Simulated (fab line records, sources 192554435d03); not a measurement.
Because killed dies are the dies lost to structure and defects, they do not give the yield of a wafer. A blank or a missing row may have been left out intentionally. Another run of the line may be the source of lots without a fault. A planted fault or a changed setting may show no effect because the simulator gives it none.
fab line records | flow n5-finfet
record lots=7 wafers=39
route steps=1938 shown BEOL_M14@1753
start-h: hours from the record's first day to the start of the lot's first wafer shown | wait-h: hours from the lot's prior step to this one | " repeats the value in the row above | L1.1+2: several wafers, shown together as one row | - either no value or no given start | * or withheld: withheld | < > ~ a bound
route shown NAME@n: a module of which the file shows steps, and the number in the route of the first | usual: mean/standard deviation taken from wafers without a fault | same: alike in all rows | chamber/n: place in a boat | sites: the reading at each site | _std_site: standard deviation of those values | _edge_site: mean of outer sites minus mean of inner sites | radius-mm: how far each site lies from the wafer's centre | mask NAME#n: copy n | behind: the tool/chamber that last shaped the wafer | hold: why the lot went on hold/how many hours it stayed there/how the hold came to an end | device: names the non-switching transistor (n, p or np) | end of line: the same wafers' tests at the end of the route | where a step has no rows: the recipe by itself | killed: at the first sort, the dies lost to defects and structure; wafer yield is something else | map: a wafer's dies, marking killed ones x, the rest . and places with no die _
set.NAME: the setting as run; set.NAME@STEP: as run at that earlier step | model.NAME: the simulator's own value behind a step, which no gauge read
lots with deliberately changed settings; one table per step, one row per wafer
## steps
# step N5_BEOL_M14_TRENCH_ETCH_34
# recipe chemistry=C4F8/O2/Ar target=SiO2 target-depth-a=5566.5 mask-material=SOC he-inner-torr=15 he-outer-torr=30 time-s=126.9 ion-energy-ev=800 pressure-mtorr=20 source-w=1905 bias-w=2040 Ar_flow_sccm=400 C4F8_flow_sccm=16 O2_flow_sccm=12
# columns lot.wafer tool chamber start-h wait-h set.time-s model.etch.depth-nm
L076.1 rie-diel-05 0 251.69 0.0 79.77 355.8
L076.2 " 3 " " 79.77 350.7
L076.3 " 1 " " 126.9 560.4
L076.4 " 2 " " 79.77 339.9
L076.5 " 0 " " 126.9 564.2
L076.6 " 3 " " 126.9 559
L079.1 rie-diel-04 0 265.33 0.0 126.9 547.3
L079.2 " 2 " " 73.11 317.7
L079.3 " 3 " " 126.9 573.8
L079.4 " 1 " " 73.11 308
L079.5 " 1 " " 126.9 534
L079.6 " 2 " " 73.11 315.9
L084.1 rie-diel-06 3 302.38 0.0 126.9 576.6
L084.2 " 0 " " 126.9 549.5
L084.3 " 1 " " 126.9 584.7
L084.4 " 0 " " 126.9 552.7
L084.5 " 3 " " 126.9 586.6
L084.6 " 1 " " 126.9 588.8
L087.2 rie-diel-06 3 323.07 0.0 126.9 582.1
L087.4 " 1 " " 126.9 580.8
L087.5 " 2 " " 126.9 533
L091.1 rie-diel-04 2 358.14 0.0 126.9 550.3
L091.2 " 1 " " 162.7 684.4
L091.3 " 0 " " 126.9 555.5
L091.4 " 1 " " 162.7 684.2
L091.5 " 2 " " 126.9 547.2
L091.6 " 0 " " 162.7 717.9
L092.1 rie-diel-04 2 381.87 0.0 126.9 555.5
L092.2 " 0 " " 200.6 867.1
L092.3 " 3 " " 200.6 897.7
L092.4 " 3 " " 126.9 563.1
L092.5 " 0 " " 126.9 548.2
L092.6 " 2 " " 200.6 868.6
L097.1 rie-diel-05 3 410.10 0.0 126.9 559.8
L097.2 " 0 " " 174.5 751.6
L097.3 " 2 " " 126.9 551.3
L097.4 " 1 " " 126.9 564.2
L097.5 " 0 " " 174.5 754.3
L097.6 " 1 " " 174.5 772.1
# step N5_BEOL_M14_STRIP_70
# recipe chemistry=C4F8/O2/Ar resist=SiARC rf-frequency-hz=6e+07
# step N5_BEOL_M14_OCD_MEAS_35
# usual trench-depth-nm=558/17
# columns lot.wafer tool chamber start-h wait-h set.time-s@BEOL_M14_TRENCH_ETCH_34 trench-depth-nm
L076.1 ocd-02 - 251.85 0.0 79.77 356
L076.2 " - " " 79.77 351
L076.3 " - " " 126.9 561
L076.4 " - " " 79.77 340
L076.5 " - " " 126.9 564
L076.6 " - " " 126.9 559
L079.1 ocd-01 - 265.48 0.0 126.9 547
L079.2 " - " " 73.11 317
L079.3 " - " " 126.9 574
L079.4 " - " " 73.11 308
L079.5 " - " " 126.9 534
L079.6 " - " " 73.11 316
L084.1 ocd-01 - 302.54 0.0 126.9 576
L084.2 " - " " 126.9 550
L084.3 " - " " 126.9 585
L084.4 " - " " 126.9 553
L084.5 " - " " 126.9 586
L084.6 " - " " 126.9 589
L087.2 ocd-02 - 323.22 0.0 126.9 582
L087.4 " - " " 126.9 581
L087.5 " - " " 126.9 533
L091.1 ocd-02 - 358.30 0.0 126.9 551
L091.2 " - " " 162.7 685
L091.3 " - " " 126.9 555
L091.4 " - " " 162.7 684
L091.5 " - " " 126.9 547
L091.6 " - " " 162.7 718
L092.1 ocd-01 - 382.03 0.0 126.9 555
L092.2 " - " " 200.6 867
L092.3 " - " " 200.6 898
L092.4 " - " " 126.9 563
L092.5 " - " " 126.9 548
L092.6 " - " " 200.6 869
L097.1 ocd-02 - 410.25 0.0 126.9 559
L097.2 " - " " 174.5 751
L097.3 " - " " 126.9 552
L097.4 " - " " 126.9 564
L097.5 " - " " 174.5 754
L097.6 " - " " 174.5 773
# step N5_BEOL_M14_STRIP_37
# recipe chemistry=O2 power-w=600 temp-c=60 pressure-mtorr=30 rf-frequency-hz=6e+07 bias-power-w=0 overash-fraction=0.3 o2-flow-sccm=225
# step N5_BEOL_M14_ETCH_38
# recipe chemistry=CF4/N2 target=SiCN target-depth-a=1065 taper-deg=2 time-s=120.6 ion-energy-ev=150 mask-material=SiO2 pressure-mtorr=40 source-w=430 bias-w=70 Ar_flow_sccm=100 cf4-flow-sccm=60 n2-flow-sccm=60
# step N5_BEOL_M14_ECD_47
# recipe material=Cu target-thk-a=12480
# step N5_BEOL_M14_ANNEAL_48
# recipe temp-c=225 time-s=90 ambient=N2
# step N5_BEOL_M14_CMP_49
# recipe stop-on=SiO2 t-overpolish-s=5.2 down-force-psi=2 platen-rpm=80 clearing-platen-down-force-psi=2 clearing-platen-rpm=80 post-cmp-clean=cu-alkaline target-thk-nm=560 clearing-platen-pad-velocity-m-s=1.5917 pad-velocity-m-s=1.5917
# columns lot.wafer tool chamber start-h wait-h set.time-s@BEOL_M14_TRENCH_ETCH_34 model.Cu_of_BEOL_M14_ECD_47.thk-nm
L076.1 cmp-01 1 259.09 0.3 79.77 359.4
L076.4 " 2 " " 79.77 343.6
L076.2 " 3 " " 79.77 354.6
L076.3 " 0 " " 126.9 564.4
L076.6 " 1 " " 126.9 561
L076.5 " 2 " " 126.9 568.6
L079.4 cmp-01 0 267.02 0.1 73.11 312
L079.3 " 1 " " 126.9 576.6
L079.2 " 2 " " 73.11 319.8
L079.1 " 3 " " 126.9 549.8
L079.5 " 0 " " 126.9 538.2
L079.6 " 1 " " 73.11 318.8
L084.2 cmp-01 2 305.39 0.2 126.9 552.6
L084.1 " 3 " " 126.9 580.2
L084.4 " 0 " " 126.9 558.6
L084.3 " 1 " " 126.9 587.6
L084.5 " 2 " " 126.9 590.4
L084.6 " 3 " " 126.9 591.6
L087.4 cmp-03 3 331.58 0.1 126.9 583.6
L087.2 " 0 " " 126.9 587.2
L087.5 " 0 " " 126.9 538
L091.4 cmp-03 3 360.03 0.1 162.7 685.4
L091.3 " 0 " " 126.9 559.6
L091.2 " 1 " " 162.7 687.8
L091.1 " 2 " " 126.9 552.4
L091.6 " 3 " " 162.7 720
L091.5 " 0 " " 126.9 551.4
L092.3 cmp-03 1 385.91 0.2 200.6 900.4
L092.4 " 2 " " 126.9 564.8
L092.1 " 3 " " 126.9 558.2
L092.2 " 0 " " 200.6 873
L092.5 " 1 " " 126.9 551.2
L092.6 " 2 " " 200.6 868.8
L097.4 cmp-03 0 413.62 0.1 126.9 569.8
L097.2 " 1 " " 174.5 754.6
L097.3 " 2 " " 126.9 553.2
L097.1 " 3 " " 126.9 564.8
L097.5 " 0 " " 174.5 759.8
L097.6 " 1 " " 174.5 775.6
# step N5_BEOL_M14_THK_MEAS_50
# recipe thk-meas-gauge=xrf reads=Cu_of_BEOL_M14_ECD_47
# usual M14_THK=571/18
# columns lot.wafer tool chamber start-h wait-h set.time-s@BEOL_M14_TRENCH_ETCH_34 M14_THK[nm]
L076.1 film-metro-02 - 259.39 - 79.77 362
L076.2 " - " " 79.77 358
L076.3 " - " " 126.9 571
L076.4 " - " " 79.77 345
L076.5 " - " " 126.9 578
L076.6 " - " " 126.9 570
L079.1 film-metro-01 - 267.32 - 126.9 555
L079.2 " - " " 73.11 322
L079.3 " - " " 126.9 580
L079.4 " - " " 73.11 314
L079.5 " - " " 126.9 542
L079.6 " - " " 73.11 321
L084.1 film-metro-02 - 305.68 - 126.9 589
L084.2 " - " " 126.9 559
L084.3 " - " " 126.9 595
L084.4 " - " " 126.9 565
L084.5 " - " " 126.9 597
L084.6 " - " " 126.9 600
L087.2 film-metro-01 - 331.87 - 126.9 598
L087.4 " - " " 126.9 592
L087.5 " - " " 126.9 545
L091.1 film-metro-01 - 360.32 - 126.9 562
L091.2 " - " " 162.7 702
L091.3 " - " " 126.9 569
L091.4 " - " " 162.7 699
L091.5 " - " " 126.9 559
L091.6 " - " " 162.7 737
L092.1 film-metro-02 - 386.20 - 126.9 570
L092.2 " - " " 200.6 898
L092.3 " - " " 200.6 921
L092.4 " - " " 126.9 575
L092.5 " - " " 126.9 561
L092.6 " - " " 200.6 893
L097.1 film-metro-02 - 413.92 - 126.9 572
L097.2 " - " " 174.5 775
L097.3 " - " " 126.9 567
L097.4 " - " " 126.9 584
L097.5 " - " " 174.5 779
L097.6 " - " " 174.5 794
# step N5_BEOL_M14_PRE_CLEAN_52
# recipe gas=NH3 time-s=15 temp-c=withheld rf-power-w=300
# step N5_BEOL_M14_DEP_53
# recipe material=SiCN target-thk-a=500 temp-c=withheld precursor=3MS/NH3 pressure-torr=3 rf-w=675 time-s=17.8
# step N5_BEOL_M14_RS_MEAS_54
# recipe thk-meas-gauge=four-point-probe reads=Cu_of_BEOL_M14_ECD_47+Ta_of_BEOL_M14_SPUTTER_44+TaN_of_BEOL_M14_SPUTTER_43
# usual M14_RS=0.0331/0.001
# columns lot.wafer tool chamber start-h wait-h set.time-s@BEOL_M14_TRENCH_ETCH_34 M14_RS[ohm/sq]
L076.1 film-metro-01 - 259.51 0.0 79.77 0.0526
L076.2 " - " " 79.77 0.0533
L076.3 " - " " 126.9 0.0330
L076.4 " - " " 79.77 0.0550
L076.5 " - " " 126.9 0.0328
L076.6 " - " " 126.9 0.0331
L079.1 film-metro-02 - 267.45 0.0 126.9 0.0338
L079.2 " - " " 73.11 0.0592
L079.3 " - " " 126.9 0.0321
L079.4 " - " " 73.11 0.0608
L079.5 " - " " 126.9 0.0346
L079.6 " - " " 73.11 0.0595
L084.1 film-metro-02 - 305.81 0.0 126.9 0.0321
L084.2 " - " " 126.9 0.0337
L084.3 " - " " 126.9 0.0316
L084.4 " - " " 126.9 0.0332
L084.5 " - " " 126.9 0.0315
L084.6 " - " " 126.9 0.0314
L087.2 film-metro-01 - 332.00 0.1 126.9 0.0317
L087.4 " - " " 126.9 0.0319
L087.5 " - " " 126.9 0.0347
L091.1 film-metro-01 - 360.45 0.0 126.9 0.0337
L091.2 " - " " 162.7 0.0269
L091.3 " - " " 126.9 0.0333
L091.4 " - " " 162.7 0.0270
L091.5 " - " " 126.9 0.0338
L091.6 " - " " 162.7 0.0257
L092.1 film-metro-01 - 386.33 0.0 126.9 0.0333
L092.2 " - " " 200.6 0.0211
L092.3 " - " " 200.6 0.0205
L092.4 " - " " 126.9 0.0329
L092.5 " - " " 126.9 0.0338
L092.6 " - " " 200.6 0.0212
L097.1 film-metro-01 - 414.08 0.1 126.9 0.0330
L097.2 " - " " 174.5 0.0245
L097.3 " - " " 126.9 0.0337
L097.4 " - " " 126.9 0.0327
L097.5 " - " " 174.5 0.0244
L097.6 " - " " 174.5 0.0238
## key
split step=N5_BEOL_M14_TRENCH_ETCH_34 setting=time-s stated=126.9 by=wafer
response step=N5_BEOL_M14_TRENCH_ETCH_34 reading=model.etch.depth-nm change=+5.52 per=1% r=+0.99
response step=N5_BEOL_M14_OCD_MEAS_35 reading=trench-depth-nm change=+5.52 per=1% r=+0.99
response step=N5_BEOL_M14_CMP_49 reading=model.Cu_of_BEOL_M14_ECD_47.thk-nm change=+5.52 per=1% r=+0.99
response step=N5_BEOL_M14_THK_MEAS_50 reading=M14_THK change=+5.69 per=1% r=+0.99
response step=N5_BEOL_M14_RS_MEAS_54 reading=M14_RS change=-0.000358 per=1% r=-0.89
